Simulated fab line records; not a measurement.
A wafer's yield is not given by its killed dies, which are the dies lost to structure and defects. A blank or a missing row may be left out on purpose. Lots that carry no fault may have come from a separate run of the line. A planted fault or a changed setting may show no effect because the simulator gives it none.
Split-lot experiment :: flow n5Finfet :: on a route of 1938 steps: 7 lots, 36 wafers read

== ABOUT THE SPLIT ==
At N5_BEOL_M12_TRENCH_ETCH_34 (etches SiOC in C4F8/O2/Ar, target depth 318.95 nm, time 125.5 s), the setting targetDepthA was moved away from the recipe's 3189.5 angstrom on 11 of the 36 wafers read, by -46.2% to +44.1%. All remaining wafers had this setting at the recipe value.

== FROM THE SPLIT TO THE READING: what the file shows between them, 10 steps ==
- N5_BEOL_M12_STRIP_70: strips in C4F8/O2/Ar
- N5_BEOL_M12_OCD_MEAS_35
- N5_BEOL_M12_STRIP_37: strips in N2/H2
- N5_BEOL_M12_ETCH_38: etches SiCN in CF4/N2, target depth 68.7 nm, time 73.4 s
- N5_BEOL_M12_ECD_47: material Cu, target thk 720 nm
- N5_BEOL_M12_ANNEAL_48: time 90 s
- N5_BEOL_M12_CMP_49: polishes, stops on SiOC, t overpolish 20.6 s, target thk 320 nm
- N5_BEOL_M12_THK_MEAS_50: measures by xrf
- N5_BEOL_M12_PRE_CLEAN_52: time 15 s
- N5_BEOL_M12_DEP_53: deposits SiCN from 3MS/NH3, target thk 30 nm, time 10.5 s

== THE READING ==
M12_RS in ohm/sq, measured at N5_BEOL_M12_RS_MEAS_54 by four-point-probe. Fault-free wafers of this fab line usually give 0.0606 ohm/sq, standard deviation 0.0011 ohm/sq.

wafer: L076.1
tool, chamber at the split: rieDiel-02, 3
targetDepthA as run, angstrom: 3189.5
against the recipe: recipe
M12_RS, ohm/sq: 0.0593
against lot-mates on the recipe: -

wafer: L076.2
tool, chamber at the split: rieDiel-02, 1
targetDepthA as run, angstrom: 1717
against the recipe: -46.2%
M12_RS, ohm/sq: 0.1147
against lot-mates on the recipe: +0.0543

wafer: L076.3
tool, chamber at the split: rieDiel-02, 0
targetDepthA as run, angstrom: 1717
against the recipe: -46.2%
M12_RS, ohm/sq: 0.1199
against lot-mates on the recipe: +0.0595

wafer: L076.4
tool, chamber at the split: rieDiel-02, 2
targetDepthA as run, angstrom: 3189.5
against the recipe: recipe
M12_RS, ohm/sq: 0.0599
against lot-mates on the recipe: -

wafer: L076.5
tool, chamber at the split: rieDiel-02, 0
targetDepthA as run, angstrom: 3189.5
against the recipe: recipe
M12_RS, ohm/sq: 0.0621
against lot-mates on the recipe: -

wafer: L076.6
tool, chamber at the split: rieDiel-02, 1
targetDepthA as run, angstrom: 1717
against the recipe: -46.2%
M12_RS, ohm/sq: 0.1157
against lot-mates on the recipe: +0.0553

wafer: L086.1
tool, chamber at the split: rieDiel-02, 3
targetDepthA as run, angstrom: 3189.5
against the recipe: recipe
M12_RS, ohm/sq: 0.0600
against lot-mates on the recipe: -

wafer: L086.2
tool, chamber at the split: rieDiel-02, 1
targetDepthA as run, angstrom: 3189.5
against the recipe: recipe
M12_RS, ohm/sq: 0.0603
against lot-mates on the recipe: -

wafer: L086.3
tool, chamber at the split: rieDiel-02, 2
targetDepthA as run, angstrom: 3189.5
against the recipe: recipe
M12_RS, ohm/sq: 0.0597
against lot-mates on the recipe: -

wafer: L086.4
tool, chamber at the split: rieDiel-02, 1
targetDepthA as run, angstrom: 3189.5
against the recipe: recipe
M12_RS, ohm/sq: 0.0614
against lot-mates on the recipe: -

wafer: L086.5
tool, chamber at the split: rieDiel-02, 3
targetDepthA as run, angstrom: 3189.5
against the recipe: recipe
M12_RS, ohm/sq: 0.0594
against lot-mates on the recipe: -

wafer: L086.6
tool, chamber at the split: rieDiel-02, 2
targetDepthA as run, angstrom: 3189.5
against the recipe: recipe
M12_RS, ohm/sq: 0.0593
against lot-mates on the recipe: -

wafer: L090.1
tool, chamber at the split: rieDiel-06, 0
targetDepthA as run, angstrom: 2437
against the recipe: -23.6%
M12_RS, ohm/sq: 0.0835
against lot-mates on the recipe: +0.0207

wafer: L090.5
tool, chamber at the split: rieDiel-06, 0
targetDepthA as run, angstrom: 3189.5
against the recipe: recipe
M12_RS, ohm/sq: 0.0628
against lot-mates on the recipe: -

wafer: L090.6
tool, chamber at the split: rieDiel-06, 1
targetDepthA as run, angstrom: 2437
against the recipe: -23.6%
M12_RS, ohm/sq: 0.0813
against lot-mates on the recipe: +0.0185

wafer: L091.1
tool, chamber at the split: rieDiel-06, 0
targetDepthA as run, angstrom: 3189.5
against the recipe: recipe
M12_RS, ohm/sq: 0.0609
against lot-mates on the recipe: -

wafer: L091.2
tool, chamber at the split: rieDiel-06, 3
targetDepthA as run, angstrom: 3189.5
against the recipe: recipe
M12_RS, ohm/sq: 0.0611
against lot-mates on the recipe: -

wafer: L091.3
tool, chamber at the split: rieDiel-06, 1
targetDepthA as run, angstrom: 3189.5
against the recipe: recipe
M12_RS, ohm/sq: 0.0613
against lot-mates on the recipe: -

wafer: L091.4
tool, chamber at the split: rieDiel-06, 2
targetDepthA as run, angstrom: 3189.5
against the recipe: recipe
M12_RS, ohm/sq: 0.0599
against lot-mates on the recipe: -

wafer: L091.5
tool, chamber at the split: rieDiel-06, 2
targetDepthA as run, angstrom: 3189.5
against the recipe: recipe
M12_RS, ohm/sq: 0.0597
against lot-mates on the recipe: -

wafer: L091.6
tool, chamber at the split: rieDiel-06, 1
targetDepthA as run, angstrom: 3189.5
against the recipe: recipe
M12_RS, ohm/sq: 0.0607
against lot-mates on the recipe: -

wafer: L094.1
tool, chamber at the split: rieDiel-03, 0
targetDepthA as run, angstrom: 4596
against the recipe: +44.1%
M12_RS, ohm/sq: 0.0410
against lot-mates on the recipe: -0.0193

wafer: L094.2
tool, chamber at the split: rieDiel-03, 3
targetDepthA as run, angstrom: 3189.5
against the recipe: recipe
M12_RS, ohm/sq: 0.0591
against lot-mates on the recipe: -

wafer: L094.3
tool, chamber at the split: rieDiel-03, 2
targetDepthA as run, angstrom: 4596
against the recipe: +44.1%
M12_RS, ohm/sq: 0.0408
against lot-mates on the recipe: -0.0195

wafer: L094.4
tool, chamber at the split: rieDiel-03, 1
targetDepthA as run, angstrom: 3189.5
against the recipe: recipe
M12_RS, ohm/sq: 0.0623
against lot-mates on the recipe: -

wafer: L094.5
tool, chamber at the split: rieDiel-03, 3
targetDepthA as run, angstrom: 3189.5
against the recipe: recipe
M12_RS, ohm/sq: 0.0594
against lot-mates on the recipe: -

wafer: L094.6
tool, chamber at the split: rieDiel-03, 0
targetDepthA as run, angstrom: 4596
against the recipe: +44.1%
M12_RS, ohm/sq: 0.0407
against lot-mates on the recipe: -0.0196

wafer: L095.1
tool, chamber at the split: rieDiel-06, 3
targetDepthA as run, angstrom: 3189.5
against the recipe: recipe
M12_RS, ohm/sq: 0.0607
against lot-mates on the recipe: -

wafer: L095.2
tool, chamber at the split: rieDiel-06, 2
targetDepthA as run, angstrom: 3189.5
against the recipe: recipe
M12_RS, ohm/sq: 0.0600
against lot-mates on the recipe: -

wafer: L095.3
tool, chamber at the split: rieDiel-06, 1
targetDepthA as run, angstrom: 3714
against the recipe: +16.4%
M12_RS, ohm/sq: 0.0516
against lot-mates on the recipe: -0.0091

wafer: L095.4
tool, chamber at the split: rieDiel-06, 0
targetDepthA as run, angstrom: 3714
against the recipe: +16.4%
M12_RS, ohm/sq: 0.0529
against lot-mates on the recipe: -0.0078

wafer: L095.5
tool, chamber at the split: rieDiel-06, 0
targetDepthA as run, angstrom: 3189.5
against the recipe: recipe
M12_RS, ohm/sq: 0.0613
against lot-mates on the recipe: -

wafer: L095.6
tool, chamber at the split: rieDiel-06, 1
targetDepthA as run, angstrom: 3714
against the recipe: +16.4%
M12_RS, ohm/sq: 0.0517
against lot-mates on the recipe: -0.0090

wafer: L096.1
tool, chamber at the split: rieDiel-06, 0
targetDepthA as run, angstrom: 3189.5
against the recipe: recipe
M12_RS, ohm/sq: 0.0619
against lot-mates on the recipe: -

wafer: L096.4
tool, chamber at the split: rieDiel-06, 2
targetDepthA as run, angstrom: 3189.5
against the recipe: recipe
M12_RS, ohm/sq: 0.0595
against lot-mates on the recipe: -

wafer: L096.5
tool, chamber at the split: rieDiel-06, 0
targetDepthA as run, angstrom: 3189.5
against the recipe: recipe
M12_RS, ohm/sq: 0.0615
against lot-mates on the recipe: -

FIT RESULTS
A straight line over all 36 wafers: M12_RS changes by -0.000836 ohm/sq for each +1% of targetDepthA; r = -0.93; the points scatter about the line by 0.0067 ohm/sq.
The same after taking each lot's own level away (the mean of its wafers on the recipe; 36 wafers): -0.000827 ohm/sq for each +1%; r = -0.93; scatter 0.0068 ohm/sq.
On that fit, the largest move of targetDepthA shifts the reading by 0.038 ohm/sq.
The span of the lots' own levels, 0.06002 to 0.06280 ohm/sq, comes to 2.5 times the standard deviation stated above.
Consequently the slope shifts little with the lot-to-lot level, the two slopes agreeing.
Check: with one of the wafers moved furthest among these (-46.2%) left out of the fit, the line predicts +0.0388 ohm/sq for it against its lot-mates. It came out at +0.0543 ohm/sq against them.

== OTHER SPLITS APPLIED TO THESE WAFERS ==
Other splits were also applied to these wafers ahead of the reading. Each is held against what the fit with the lots' levels taken away leaves over:
other split on the same wafers: N5_BEOL_M9_ETCH_62 timeS
wafers away from the commonest value: 12
r with M12_RS (lot level and that fit taken away): -0.23

== THE WHOLE CHAIN: every reading that the file lists as answering this split, in the file's order ==
step: N5_BEOL_M12_TRENCH_ETCH_34
what it does: etches SiOC in C4F8/O2/Ar, target depth 318.95 nm, time 125.5 s
reading: etch.depthNm (the simulator's own value, which no gauge read)
change (the file's fit): +3.19 nm for each +1% of the setting
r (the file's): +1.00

step: N5_BEOL_M12_OCD_MEAS_35
what it does: 
reading: trenchDepthNm
change (the file's fit): +3.19 nm for each +1% of the setting
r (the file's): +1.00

step: N5_BEOL_M12_CMP_49
what it does: polishes, stops on SiOC, t overpolish 20.6 s, target thk 320 nm
reading: Cu_of_BEOL_M12_ECD_47.thkNm (the simulator's own value, which no gauge read)
change (the file's fit): +3.2 nm for each +1% of the setting
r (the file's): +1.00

step: N5_BEOL_M12_THK_MEAS_50
what it does: measures by xrf
reading: M12_THK
change (the file's fit): +3.27 for each +1% of the setting
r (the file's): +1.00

step: N5_BEOL_M12_RS_MEAS_54
what it does: measures by four-point-probe
reading: M12_RS
change (the file's fit): -0.000828 for each +1% of the setting
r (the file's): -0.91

== THE FILE'S OWN FIT ==
M12_RS changes by -0.000828 ohm/sq for each +1% of targetDepthA, r = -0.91.
